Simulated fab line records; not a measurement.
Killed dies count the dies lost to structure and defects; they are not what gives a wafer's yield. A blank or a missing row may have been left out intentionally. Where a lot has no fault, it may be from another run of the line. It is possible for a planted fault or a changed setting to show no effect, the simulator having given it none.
fab line records + flow n5Finfet
record
- lots=7
- wafers=19
- lastDay=18
route steps=1938 shown BEOL_M0_SAQP@655 BEOL_M4@1111
lots that met no fault: from a run of the same line without faults
startH: the number of hours between the record's first day and the start of the first shown wafer of the lot + waitH: hours elapsed since this lot's preceding step + " unchanged from the row above + L1.1+2: a single row standing in for several wafers + - either no value or no given start + * or withheld: withheld + < > ~ a bound
route shown NAME@n: a module of which the file shows steps, and the number in the route of the first + usual: mean and standard deviation over wafers with no fault + same: alike in all rows + chamber/n: place in a boat + sites: per-site readings + _std_site: the standard deviation of these + _edge_site: the outer-site mean with the inner-site mean subtracted + radiusMm: for every site, how far away it sits from the centre of the wafer + mask NAME#n: copy n + behind: the tool/chamber that last shaped the wafer + hold: cause of the lot's hold/its duration in hours/its outcome + device: the n, p or np transistor that did not switch + end of line: the tests these same wafers got at the end of their route + where a step has no rows: the recipe by itself + killed: the dies lost at the first sort to structure and to defects; this is not the yield of the wafer + map: shows each die of a wafer: x if killed, . if not, _ if none is there
set.NAME: the setting that was run; set.NAME@STEP: the one run at that earlier step + model.NAME: the simulator's own value behind a step, which no gauge read
lots at selected steps of the route; one table per step, one row per wafer
services: when a tool's chamber went out of use (startH, in hours from the record's first day, below 0 if earlier), for how many hours, and the reason
## steps
# step N5_BEOL_M0_SAQP_STRIP_80
# recipe
- chemistry=N2/H2
- tempC=40
- n2FlowSccm=200
- h2FlowSccm=200
- rfFrequencyHz=6e+07
# step N5_BEOL_M0_SAQP_HM_OPEN_112
# recipe
- chemistry=CHF3/O2
- target=SiO2
- stopOn=a-Si
- targetDepthA=120
- overEtchFrac=1.25
- maskMaterial=SOC
- timeS=13.5
- pressureMtorr=30
- sourceW=650
- biasW=170
- Ar_flow_sccm=200
- CHF3_flow_sccm=50
- O2_flow_sccm=5
- ionEnergyEv=200
- ends=endPoint
# usual
- drypumpMotorCurrentA=5.7/0.42
- oesProductAu=0.52/0.063
- rfVppV=524/4.4
- showerheadPlenumPTorr=2.43/0.093
- throttleValvePct=18.80/0.21
| lot.wafer | tool       | chamber | startH | waitH | drypumpMotorCurrentA | oesProductAu | rfHoursCounterH | rfVppV | showerheadPlenumPTorr | throttleValvePct |
|-----------|------------|---------|--------|-------|----------------------|--------------|-----------------|--------|-----------------------|------------------|
| L268.2    | rieDiel-01 | 1       | 131.61 | 0.0   | 5.8                  | 0.65         | 0               | 523    | 2.56                  | 18.83            |
| L268.3    | "          | 3       | "      | "     | 5.4                  | 0.49         | 171             | 531    | 2.49                  | 19.01            |
| L268.4    | "          | 2       | "      | "     | 6.0                  | 0.46         | 240             | 518    | 2.27                  | 18.73            |
| L269.2    | rieDiel-04 | 3       | 139.00 | 0.0   | 6.4                  | 0.52         | 106             | 521    | 2.23                  | 18.63            |
| L269.3    | "          | 1       | "      | "     | 5.5                  | 0.51         | 123             | 525    | 2.43                  | 18.76            |
| L271.2    | rieDiel-04 | 2       | 156.41 | 0.0   | 5.9                  | 0.45         | 213             | 531    | 2.48                  | 18.76            |
| L271.3    | "          | 0       | "      | "     | 5.1                  | 0.55         | 49              | 521    | 2.35                  | 18.90            |
| L281.1    | rieDiel-01 | 0       | 216.13 | 0.0   | 6.1                  | 0.48         | 186             | 525    | 2.50                  | 18.96            |
| L281.3    | "          | 1       | "      | "     | 5.8                  | 0.59         | 28              | 521    | 2.55                  | 18.88            |
| L281.6    | "          | 3       | "      | "     | 5.4                  | 0.48         | -               | 530    | 2.48                  | 19.07            |
| L282.1    | rieDiel-04 | 2       | 220.66 | 0.0   | 5.9                  | 0.44         | 234             | 532    | 2.48                  | 18.80            |
| L282.3    | "          | 0       | "      | "     | 5.1                  | 0.54         | 70              | 520    | 2.34                  | 18.92            |
| L282.5    | "          | 0       | "      | "     | 5.1                  | 0.54         | -               | 522    | 2.34                  | 18.93            |
| L284.3    | rieDiel-01 | 1       | 236.88 | 0.0   | 5.8                  | 0.57         | 37              | 522    | 2.55                  | 18.90            |
| L284.5    | "          | 0       | "      | "     | 6.1                  | 0.47         | -               | 523    | 2.49                  | 18.97            |
| L284.6    | "          | 2       | "      | "     | 6.0                  | 0.60         | -               | 528    | 2.56                  | 18.32            |
| L286.1    | rieDiel-04 | 2       | 252.51 | 0.0   | 6.0                  | 0.45         | 243             | 530    | 2.47                  | 18.82            |
| L286.3    | "          | 1       | "      | "     | 5.5                  | 0.49         | 159             | 525    | 2.41                  | 18.81            |
| L286.5    | "          | 2       | "      | "     | 5.9                  | 0.44         | -               | 532    | 2.47                  | 18.82            |
# step N5_BEOL_M0_SAQP_STRIP_113
# recipe
- chemistry=CHF3/O2
- resist=SiARC
- rfFrequencyHz=6e+07
# step N5_BEOL_M0_SAQP_MANDREL_ETCH_20
# recipe
- targetDepthA=600
- chemistry=HBr/Cl2
- target=a-Si
- stopOn=SiNx
- btTimeS=10
- maskMaterial=SOC
- overEtchFrac=0.5
- timeS=30
- pressureMtorr=10
- icpW=800
- biasW=75
- HBr_flow_sccm=150
- Cl2_flow_sccm=80
- ends=endPoint
# step N5_BEOL_M0_SAQP_STRIP_86
# recipe
- chemistry=N2/H2
- powerW=500
- tempC=40
- pressureMtorr=50
- rfFrequencyHz=6e+07
- overashFraction=0.3
- biasPowerW=28
- h2Frac=0.5
- n2FlowSccm=300
- h2FlowSccm=300
# usual
- biasPowerW=28.00/0.089
- drypumpMotorCurrentA=5.7/0.47
- oesProductAu=0.82/0.088
- rfVppV=121.9/1.4
- showerheadPlenumPTorr=3.37/0.13
- tempC=39.99/0.11
- throttleValvePct=18.9/0.33
| lot.wafer | tool       | chamber | startH | waitH | biasPowerW | drypumpMotorCurrentA | oesProductAu | rfHoursCounterH | rfVppV | showerheadPlenumPTorr | tempC | throttleValvePct |
|-----------|------------|---------|--------|-------|------------|----------------------|--------------|-----------------|--------|-----------------------|-------|------------------|
| L268.2    | rieDiel-04 | 1       | 131.79 | 0.1   | 27.95      | 5.4                  | 0.78         | 122             | 121.8  | 3.39                  | 39.91 | 19.3             |
| L268.3    | "          | 3       | "      | "     | 28.02      | 6.4                  | 0.80         | 103             | 123.0  | 3.12                  | 39.85 | 18.6             |
| L268.4    | "          | 0       | "      | "     | 27.93      | 5.1                  | 0.87         | 41              | 121.4  | 3.28                  | 40.06 | 19.0             |
| L269.2    | rieDiel-04 | 2       | 139.18 | 0.1   | 28.02      | 6.0                  | 0.70         | 208             | 121.6  | 3.46                  | 40.02 | 18.9             |
| L269.3    | "          | 0       | "      | "     | 27.98      | 5.1                  | 0.86         | 43              | 118.9  | 3.28                  | 39.82 | 19.0             |
| L271.2    | rieDiel-04 | 3       | 156.74 | 0.2   | 28.09      | 6.4                  | 0.80         | 110             | 121.0  | 3.12                  | 40.00 | 18.5             |
| L271.3    | "          | 2       | "      | "     | 28.07      | 6.0                  | 0.69         | 213             | 124.2  | 3.46                  | 39.95 | 18.9             |
| L281.1    | rieDiel-04 | 0       | 216.31 | 0.1   | 27.89      | 5.1                  | 0.82         | 69              | 121.2  | 3.27                  | 39.81 | 19.0             |
| L281.3    | "          | 3       | "      | "     | 27.89      | 6.4                  | 0.78         | 130             | 119.9  | 3.11                  | 39.98 | 18.6             |
| L281.6    | "          | 0       | "      | "     | 27.96      | 5.1                  | 0.83         | -               | 118.8  | 3.27                  | 39.92 | 19.0             |
| L282.1    | rieDiel-02 | 2       | 220.84 | 0.1   | 28.03      | 5.4                  | 0.96         | 16              | 122.9  | 3.43                  | 40.09 | 18.7             |
| L282.3    | "          | 0       | "      | "     | 27.99      | 5.6                  | 0.89         | 26              | 123.2  | 3.42                  | 40.05 | 18.9             |
| L282.5    | "          | 0       | "      | "     | 28.07      | 5.6                  | 0.91         | -               | 122.4  | 3.43                  | 39.87 | 18.9             |
| L284.3    | rieDiel-01 | 1       | 237.07 | 0.1   | 27.84      | 5.8                  | 0.89         | 37              | 122.1  | 3.55                  | 40.11 | 19.2             |
| L284.5    | "          | 1       | "      | "     | 27.80      | 5.8                  | 0.88         | -               | 120.6  | 3.55                  | 39.99 | 19.2             |
| L284.6    | "          | 0       | "      | "     | 27.99      | 6.1                  | 0.73         | -               | 122.8  | 3.47                  | 39.92 | 19.1             |
| L286.1    | rieDiel-02 | 2       | 252.70 | 0.1   | 27.93      | 5.4                  | 0.92         | 26              | 122.9  | 3.43                  | 39.90 | 18.7             |
| L286.3    | "          | 1       | "      | "     | 28.08      | 4.9                  | 0.89         | 36              | 121.2  | 3.28                  | 40.15 | 18.4             |
| L286.5    | "          | 3       | "      | "     | 28.21      | 6.2                  | 0.82         | -               | 124.1  | 3.38                  | 39.93 | 18.4             |
# step N5_BEOL_M0_SAQP_STRIP_115
# recipe
- chemistry=postEtchResidueRemover
- timeS=60
- tempC=25
- removerPh=withheld
- removerWaterWtPct=withheld
- removerFluorideWtPct=withheld
# step N5_BEOL_M0_SAQP_SRD_93
# recipe
- dry=ipaMarangoni
- timeS=30
- tempC=23
- rinseLiquid=diw
# step N5_BEOL_M0_SAQP_RECESS_114
# recipe
- chemistry=HF/NH3
- target=SiO2
- targetDepthA=144
- afsCycles=3
- tempC=30
- sublimationTempC=180
- sublimationTimeS=60
# step N5_BEOL_M0_SAQP_SPACER1_ALD_98
# recipe
- material=SiO2
- targetThkA=128
- tempC=300
- aldPrecursorFamily=BDEAS
- aldCoReactant=O2-plasma
- pulseTimeS=1
- purgeTimeS=2
- coReactantPurgeTimeS=2
- aldCycles=138
- pressureTorr=2
# usual
- heaterPowerW=474/38
- precursorPulseHeightRel=1.001/0.02
# same
- aldCycles=138
| lot.wafer | tool      | chamber | startH | waitH | heaterPowerW | precursorPulseHeightRel |
|-----------|-----------|---------|--------|-------|--------------|-------------------------|
| L268.2    | aldSin-02 | 2       | 133.16 | 0.3   | 442          | 0.974                   |
| L268.3    | "         | 1       | "      | "     | 481          | 1.006                   |
| L268.4    | "         | 0       | "      | "     | 502          | 1.042                   |
| L269.2    | aldSin-02 | 1       | 141.04 | 0.3   | 499          | 0.989                   |
| L269.3    | "         | 2       | "      | "     | 438          | 0.996                   |
| L271.2    | aldSin-03 | 1       | 159.29 | 2.3   | 450          | 1.005                   |
| L271.3    | "         | 2       | "      | "     | 490          | 0.990                   |
| L281.1    | aldSin-04 | 3       | 216.93 | 0.3   | 440          | 0.979                   |
| L281.3    | "         | 0       | "      | "     | 487          | 0.997                   |
| L281.6    | "         | 2       | "      | "     | 395          | 1.018                   |
| L282.1    | aldSin-04 | 1       | 221.83 | 0.7   | 431          | 0.980                   |
| L282.3    | "         | 0       | "      | "     | 501          | 1.059                   |
| L282.5    | "         | 0       | "      | "     | 489          | 1.017                   |
| L284.3    | aldSin-04 | 1       | 237.85 | 0.4   | 424          | 0.999                   |
| L284.5    | "         | 1       | "      | "     | 433          | 0.965                   |
| L284.6    | "         | 0       | "      | "     | 498          | 1.005                   |
| L286.1    | aldSin-04 | 3       | 253.21 | 0.3   | 453          | 0.992                   |
| L286.3    | "         | 0       | "      | "     | 486          | 0.983                   |
| L286.5    | "         | 2       | "      | "     | 396          | 1.005                   |
# step N5_BEOL_M0_SAQP_SPACER1_ETCHBACK_99
# recipe
- chemistry=CHF3/O2
- mode=anisotropicEtchback
- target=SiO2
- targetDepthA=154
- timeS=7.7
- pressureMtorr=30
- sourceW=650
- biasW=170
- Ar_flow_sccm=200
- CHF3_flow_sccm=50
- O2_flow_sccm=5
- ionEnergyEv=200
# usual
- drypumpMotorCurrentA=5.7/0.39
- oesProductAu=0.81/0.1
- rfVppV=524/4.8
- showerheadPlenumPTorr=2.44/0.087
- throttleValvePct=18.86/0.22
| lot.wafer | tool       | chamber | startH | waitH | drypumpMotorCurrentA | oesProductAu | rfHoursCounterH | rfVppV | showerheadPlenumPTorr | throttleValvePct |
|-----------|------------|---------|--------|-------|----------------------|--------------|-----------------|--------|-----------------------|------------------|
| L268.2    | rieDiel-01 | 0       | 133.64 | 0.3   | 6.1                  | 0.75         | 157             | 522    | 2.51                  | 18.97            |
| L268.3    | "          | 3       | "      | "     | 5.4                  | 0.74         | 171             | 529    | 2.49                  | 19.10            |
| L268.4    | "          | 2       | "      | "     | 6.0                  | 0.68         | 240             | 517    | 2.28                  | 18.79            |
| L269.2    | rieDiel-02 | 2       | 141.52 | 0.3   | 5.4                  | 0.66         | 255             | 517    | 2.46                  | 19.06            |
| L269.3    | "          | 0       | "      | "     | 5.6                  | 0.97         | 1               | 530    | 2.47                  | 18.99            |
| L271.2    | rieDiel-01 | 0       | 159.77 | 0.3   | 6.1                  | 0.75         | 165             | 522    | 2.51                  | 18.99            |
| L271.3    | "          | 2       | "      | "     | 6.0                  | 0.67         | 248             | 520    | 2.27                  | 18.81            |
| L281.1    | rieDiel-04 | 2       | 217.41 | 0.3   | 5.9                  | 0.68         | 232             | 532    | 2.48                  | 18.85            |
| L281.3    | "          | 1       | "      | "     | 5.5                  | 0.75         | 148             | 524    | 2.42                  | 18.86            |
| L281.6    | "          | 2       | "      | "     | 5.9                  | 0.69         | -               | 531    | 2.48                  | 18.86            |
| L282.1    | rieDiel-01 | 0       | 222.31 | 0.3   | 6.1                  | 0.72         | 188             | 523    | 2.50                  | 19.02            |
| L282.3    | "          | 3       | "      | "     | 5.4                  | 0.72         | 203             | 530    | 2.48                  | 19.13            |
| L282.5    | "          | 0       | "      | "     | 6.1                  | 0.73         | -               | 523    | 2.50                  | 19.02            |
| L284.3    | rieDiel-01 | 0       | 238.35 | 0.3   | 6.1                  | 0.72         | 196             | 522    | 2.49                  | 19.04            |
| L284.5    | "          | 1       | "      | "     | 5.8                  | 0.90         | -               | 520    | 2.55                  | 18.96            |
| L284.6    | "          | 0       | "      | "     | 6.1                  | 0.73         | -               | 522    | 2.49                  | 19.02            |
| L286.1    | rieDiel-02 | 1       | 253.69 | 0.3   | 4.9                  | 0.88         | 36              | 526    | 2.36                  | 18.71            |
| L286.3    | "          | 2       | "      | "     | 5.4                  | 0.92         | 26              | 517    | 2.45                  | 18.67            |
| L286.5    | "          | 2       | "      | "     | 5.4                  | 0.92         | -               | 515    | 2.45                  | 18.66            |
# step N5_BEOL_M0_SAQP_MANDREL1_REMOVE_100
# recipe
- chemistry=HBr/Cl2/O2
- btTimeS=10
- target=a-Si
- stopOn=SiNx
- endpoint=OES-SiCl
- overEtchFrac=0.85
- icpW=600
- biasW=30
- HBr_flow_sccm=150
- Cl2_flow_sccm=80
- O2_flow_sccm=5
- pressureMtorr=10
# step N5_BEOL_M0_SAQP_CD_MEAS_25
# recipe
- targetCdNm=13.1
- landingEnergyEv=1000
- detector=seInlens
# usual
- cdNm=12.80/0.22
| lot.wafer | tool     | chamber | startH | waitH | cdNm  |
|-----------|----------|---------|--------|-------|-------|
| L268.2    | cdSem-03 | 0       | 133.83 | 0.1   | 12.68 |
| L268.3    | "        | 0       | "      | "     | 12.64 |
| L268.4    | "        | 0       | "      | "     | 12.76 |
| L269.2    | cdSem-03 | 0       | 141.72 | 0.1   | 12.89 |
| L269.3    | "        | 0       | "      | "     | 13.50 |
| L271.2    | cdSem-03 | 0       | 159.97 | 0.1   | 12.95 |
| L271.3    | "        | 0       | "      | "     | 12.74 |
| L281.1    | cdSem-03 | 0       | 217.60 | 0.1   | 12.81 |
| L281.3    | "        | 0       | "      | "     | 13.08 |
| L281.6    | "        | 0       | "      | "     | 12.59 |
| L282.1    | cdSem-01 | 0       | 222.50 | 0.1   | 12.72 |
| L282.3    | "        | 0       | "      | "     | 13.07 |
| L282.5    | "        | 0       | "      | "     | 12.92 |
| L284.3    | cdSem-03 | 0       | 238.55 | 0.1   | 13.02 |
| L284.5    | "        | 0       | "      | "     | 12.72 |
| L284.6    | "        | 0       | "      | "     | 13.14 |
| L286.1    | cdSem-02 | 0       | 253.88 | 0.1   | 13.22 |
| L286.3    | "        | 0       | "      | "     | 12.82 |
| L286.5    | "        | 0       | "      | "     | 12.43 |
# step N5_BEOL_M0_SAQP_ETCH_101
# recipe
- chemistry=CH3F/O2
- target=SiNx
- maskMaterial=SiO2
- targetDepthA=299
- timeS=42.7
- pressureMtorr=30
- sourceW=395
- biasW=73
- Ar_flow_sccm=150
- CH3F_flow_sccm=30
- O2_flow_sccm=20
- ionEnergyEv=120
# usual
- drypumpMotorCurrentA=5.7/0.43
- oesProductAu=0.81/0.098
- rfVppV=298.1/2.6
- showerheadPlenumPTorr=2.03/0.076
- throttleValvePct=16.33/0.22
| lot.wafer | tool       | chamber | startH | waitH | drypumpMotorCurrentA | oesProductAu | rfHoursCounterH | rfVppV | showerheadPlenumPTorr | throttleValvePct | model.etch.depthNm |
|-----------|------------|---------|--------|-------|----------------------|--------------|-----------------|--------|-----------------------|------------------|--------------------|
| L268.2    | rieDiel-01 | 2       | 133.87 | 0.0   | 6.0                  | 0.81         | 240             | 294.9  | 1.88                  | 16.29            | 38.22              |
| L268.3    | "          | 1       | "      | "     | 5.8                  | 1.00         | 1               | 296.7  | 2.13                  | 16.33            | 30.09              |
| L268.4    | "          | 0       | "      | "     | 6.1                  | 0.90         | 157             | 295.8  | 2.09                  | 16.45            | 39.2               |
| L269.2    | rieDiel-01 | 0       | 141.75 | 0.0   | 6.1                  | 0.90         | 159             | 297.2  | 2.09                  | 16.48            | 38.94              |
| L269.3    | "          | 1       | "      | "     | 5.8                  | 0.99         | 2               | 297.8  | 2.13                  | 16.33            | 30.27              |
| L271.2    | rieDiel-01 | 0       | 160.01 | 0.0   | 6.1                  | 0.89         | 165             | 297.1  | 2.08                  | 16.47            | 38.85              |
| L271.3    | "          | 3       | "      | "     | 5.4                  | 0.73         | 180             | 300.9  | 2.07                  | 16.58            | 29.37              |
| L281.1    | rieDiel-04 | 2       | 217.73 | 0.1   | 5.9                  | 0.68         | 233             | 303.0  | 2.06                  | 16.35            | 29.72              |
| L281.3    | "          | 3       | "      | "     | 6.4                  | 0.78         | 130             | 296.8  | 1.84                  | 16.22            | 29.75              |
| L281.6    | "          | 0       | "      | "     | 5.1                  | 0.82         | -               | 295.0  | 1.94                  | 16.42            | 29.8               |
| L282.1    | rieDiel-01 | 3       | 222.80 | 0.3   | 5.4                  | 0.71         | 203             | 300.5  | 2.06                  | 16.60            | 29.42              |
| L282.3    | "          | 0       | "      | "     | 6.1                  | 0.73         | 189             | 297.0  | 2.08                  | 16.51            | 29.47              |
| L282.5    | "          | 2       | "      | "     | 6.0                  | 0.97         | -               | 297.8  | 2.13                  | 15.81            | 30.03              |
| L284.3    | rieDiel-04 | 3       | 238.68 | 0.1   | 6.4                  | 0.77         | 137             | 296.0  | 1.84                  | 16.23            | 29.94              |
| L284.5    | "          | 2       | "      | "     | 5.9                  | 0.69         | -               | 302.0  | 2.05                  | 16.37            | 29.96              |
| L284.6    | "          | 3       | "      | "     | 6.4                  | 0.78         | -               | 295.6  | 1.84                  | 16.24            | 29.96              |
| L286.1    | rieDiel-01 | 0       | 253.92 | 0.0   | 6.1                  | 0.72         | 201             | 296.5  | 2.07                  | 16.52            | 29.6               |
| L286.3    | "          | 1       | "      | "     | 5.8                  | 0.89         | 43              | 296.5  | 2.12                  | 16.41            | 30.42              |
| L286.5    | "          | 0       | "      | "     | 6.1                  | 0.72         | -               | 296.4  | 2.07                  | 16.51            | 29.57              |
# step N5_BEOL_M0_SAQP_ETCH_102
# recipe
- chemistry=CF4
- target=SiO2
- targetDepthA=40
- ionEnergyEv=350
- timeS=4.4
- pressureMtorr=10
- icpW=800
- biasW=400
- cf4FlowSccm=80
# usual
- drypumpMotorCurrentA=5.9/0.36
- heBacksideLeakSccm=2.66/0.26
- oesProductAu=0.999/0.022
- throttleValvePct=21.7/0.31
| lot.wafer | tool     | chamber | startH | waitH | drypumpMotorCurrentA | heBacksideLeakSccm | oesProductAu | rfHoursCounterH | throttleValvePct |
|-----------|----------|---------|--------|-------|----------------------|--------------------|--------------|-----------------|------------------|
| L268.2    | rieSi-03 | 1       | 133.98 | 0.1   | 6.0                  | 2.26               | 1.000        | 60              | 21.6             |
| L268.3    | "        | 2       | "      | "     | 5.9                  | 2.33               | 1.017        | 92              | 21.9             |
| L268.4    | "        | 0       | "      | "     | 5.8                  | 2.76               | 0.990        | 190             | 22.4             |
| L269.2    | rieSi-03 | 1       | 141.86 | 0.1   | 6.0                  | 3.00               | 0.994        | 60              | 21.6             |
| L269.3    | "        | 2       | "      | "     | 5.9                  | 2.37               | 1.019        | 92              | 21.9             |
| L271.2    | rieSi-03 | 1       | 160.12 | 0.1   | 6.1                  | 2.21               | 0.989        | 60              | 21.6             |
| L271.3    | "        | 3       | "      | "     | 5.2                  | 2.46               | 0.962        | 38              | 21.6             |
| L281.1    | rieSi-02 | 0       | 217.83 | 0.1   | 5.8                  | 2.89               | 1.048        | 106             | 21.4             |
| L281.3    | "        | 3       | "      | "     | 5.9                  | 2.84               | 0.965        | 50              | 21.5             |
| L281.6    | "        | 0       | "      | "     | 5.8                  | 3.02               | 1.049        | -               | 21.4             |
| L282.1    | rieSi-02 | 0       | 222.91 | 0.1   | 5.8                  | 2.88               | 1.039        | 106             | 21.4             |
| L282.3    | "        | 1       | "      | "     | 6.6                  | 2.41               | 1.001        | 29              | 21.5             |
| L282.5    | "        | 2       | "      | "     | 6.4                  | 2.51               | 1.004        | -               | 21.7             |
| L284.3    | rieSi-02 | 1       | 238.79 | 0.1   | 6.5                  | 2.41               | 1.016        | 30              | 21.5             |
| L284.5    | "        | 3       | "      | "     | 5.9                  | 2.83               | 0.967        | -               | 21.5             |
| L284.6    | "        | 1       | "      | "     | 6.6                  | 2.50               | 1.007        | -               | 21.5             |
| L286.1    | rieSi-02 | 3       | 254.03 | 0.1   | 5.9                  | 2.87               | 0.982        | 51              | 21.5             |
| L286.3    | "        | 1       | "      | "     | 6.6                  | 2.55               | 1.015        | 30              | 21.5             |
| L286.5    | "        | 2       | "      | "     | 6.4                  | 2.29               | 0.988        | -               | 21.6             |
# step N5_BEOL_M4_RC_MEAS_101
# usual
- DIBL_N=35.9/1.2
- DIBL_P=35.9/1.4
- IOFF_N=0.149/0.02
- IOFF_P=0.205/0.022
- ION_N=671/8.8
- ION_P=461/5.9
- SS_N=71.4/0.51
- SS_P=73.2/0.56
- VT_N=250.6/2.5
- VT_P=-250.1/2.3
| lot.wafer | tool      | chamber | startH | waitH | DIBL_N[mV/V] | DIBL_P[mV/V] | IOFF_N[nA/um] | IOFF_P[nA/um] | ION_N[uA/um] | ION_P[uA/um] | SS_N[mV/dec] | SS_P[mV/dec] | VT_N[mV] | VT_P[mV] |
|-----------|-----------|---------|--------|-------|--------------|--------------|---------------|---------------|--------------|--------------|--------------|--------------|----------|----------|
| L268.2    | prober-02 | 0       | 243.28 | 0.2   | 32.6         | 34.0         | 0.103         | 0.159         | 651          | 451          | 70.6         | 72.6         | 256.5    | -254.8   |
| L268.3    | "         | 0       | "      | "     | 34.8         | 36.4         | 0.135         | 0.187         | 664          | 457          | 71.1         | 73.7         | 253.1    | -252.8   |
| L268.4    | "         | 0       | "      | "     | 34.6         | 36.9         | 0.135         | 0.195         | 658          | 457          | 70.8         | 73.1         | 253.8    | -250.5   |
| L269.2    | prober-02 | 0       | 246.44 | 0.2   | 37.1         | 37.0         | 0.157         | 0.227         | 676          | 465          | 71.5         | 73.3         | 249.2    | -246.5   |
| L269.3    | "         | 0       | "      | "     | 36.7         | 36.7         | 0.151         | 0.215         | 661          | 458          | 71.2         | 73.2         | 250.5    | -248.7   |
| L271.2    | prober-01 | 0       | 252.93 | 0.2   | 36.9         | 36.2         | 0.155         | 0.208         | 662          | 456          | 71.2         | 73.1         | 250.3    | -250.4   |
| L271.3    | "         | 0       | "      | "     | 35.2         | 34.4         | 0.138         | 0.192         | 668          | 463          | 70.4         | 72.8         | 250.2    | -248.2   |
| L281.1    | prober-01 | 0       | 297.53 | 0.0   | 35.4         | 36.7         | 0.154         | 0.196         | 676          | 462          | 71.0         | 73.1         | 246.4    | -251.3   |
| L281.3    | "         | 0       | "      | "     | 38.3         | 39.6         | 0.190         | 0.227         | 677          | 459          | 71.6         | 73.8         | 249.8    | -249.7   |
| L281.6    | "         | 0       | "      | "     | 37.1         | 38.1         | 0.167         | 0.211         | 686          | 461          | 71.9         | 74.2         | 247.8    | -248.8   |
| L282.1    | prober-02 | 0       | 322.35 | 0.0   | 37.1         | 36.8         | 0.147         | 0.197         | 671          | 460          | 71.9         | 73.4         | 252.4    | -251.4   |
| L282.3    | "         | 0       | "      | "     | 36.9         | 36.5         | 0.146         | 0.199         | 669          | 455          | 72.0         | 73.2         | 252.0    | -251.3   |
| L282.5    | "         | 0       | "      | "     | 35.5         | 35.2         | 0.125         | 0.177         | 668          | 456          | 70.9         | 72.8         | 255.0    | -251.4   |
| L286.1    | prober-01 | 0       | 323.55 | 0.0   | 36.0         | 35.9         | 0.149         | 0.191         | 681          | 461          | 71.5         | 72.7         | 250.7    | -251.3   |
| L286.3    | "         | 0       | "      | "     | 33.8         | 33.3         | 0.113         | 0.160         | 656          | 451          | 71.0         | 72.1         | 252.8    | -254.4   |
| L286.5    | "         | 0       | "      | "     | 35.4         | 35.5         | 0.137         | 0.192         | 665          | 457          | 71.2         | 72.9         | 251.9    | -251.6   |
| L284.3    | prober-02 | 0       | 330.95 | 0.3   | 38.5         | 38.4         | 0.196         | 0.252         | 682          | 464          | 72.2         | 74.3         | 245.5    | -247.5   |
| L284.5    | "         | 0       | "      | "     | 37.3         | 37.1         | 0.175         | 0.231         | 689          | 475          | 71.8         | 73.5         | 244.6    | -248.9   |
| L284.6    | "         | 0       | "      | "     | 36.9         | 36.3         | 0.155         | 0.206         | 675          | 459          | 71.9         | 73.7         | 251.0    | -249.2   |
## services
| tool       | chamber | startH | hours | kind          |
|------------|---------|--------|-------|---------------|
| rieSi-03   | 1       | 120.88 | 3.4   | repair        |
| aldSin-04  | -       | 136.70 | 1.3   | repair        |
| aldSin-02  | 3       | 140.63 | 5.9   | repair        |
| rieDiel-02 | -       | 153.92 | 15.6  | pm            |
| aldSin-04  | -       | 174.53 | 2.8   | pm            |
| rieDiel-01 | 2       | 178.02 | 2.6   | repair        |
| aldSin-03  | 2       | 183.02 | 6.6   | repair        |
| rieDiel-04 | 1       | 187.68 | 4.9   | repair        |
| aldSin-04  | 0       | 191.28 | -     | clean         |
| aldSin-04  | 1       | 191.28 | -     | clean         |
| aldSin-04  | 2       | 191.28 | -     | clean         |
| aldSin-04  | 3       | 191.28 | -     | clean         |
| rieDiel-01 | 2       | 195.10 | 8.9   | repair        |
| rieSi-02   | -       | 196.96 | 0.4   | repair        |
| aldSin-02  | -       | 208.55 | 2.8   | pm            |
| rieDiel-02 | 3       | 218.90 | 6.0   | repair        |
| rieSi-02   | 2       | 224.00 | -     | clean         |
| rieSi-02   | 2       | 224.00 | 25.6  | scheduledDown |
| rieSi-02   | 2       | 224.00 | 25.6  | ventCycle     |
| rieSi-03   | 2       | 236.27 | 20.9  | repair        |
| aldSin-04  | -       | 237.41 | 0.4   | repair        |
| rieDiel-02 | 3       | 241.30 | 2.1   | repair        |
| rieSi-02   | 3       | 241.80 | 4.4   | repair        |
| rieSi-02   | -       | 246.94 | 1.8   | repair        |
## key
firstSign none at tools or gauges
modelEffect
- step=N5_BEOL_M0_SAQP_ETCH_101
- value=etch.depthNm
- without=29.21
- struck=38.8
metAt N5_BEOL_M0_SAQP_ETCH_101
struckWafers L268.2,L268.4,L269.2,L271.2
fault
- kind=processParameterDrift
- tool=rieDiel-01
- chamber=-
- onsetH=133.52
- steps=N5_BEOL_M0_SAQP_ETCH_101
- channel=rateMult
- offset=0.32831
- shape=step
- endH=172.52
- scope=struckWafersOnly
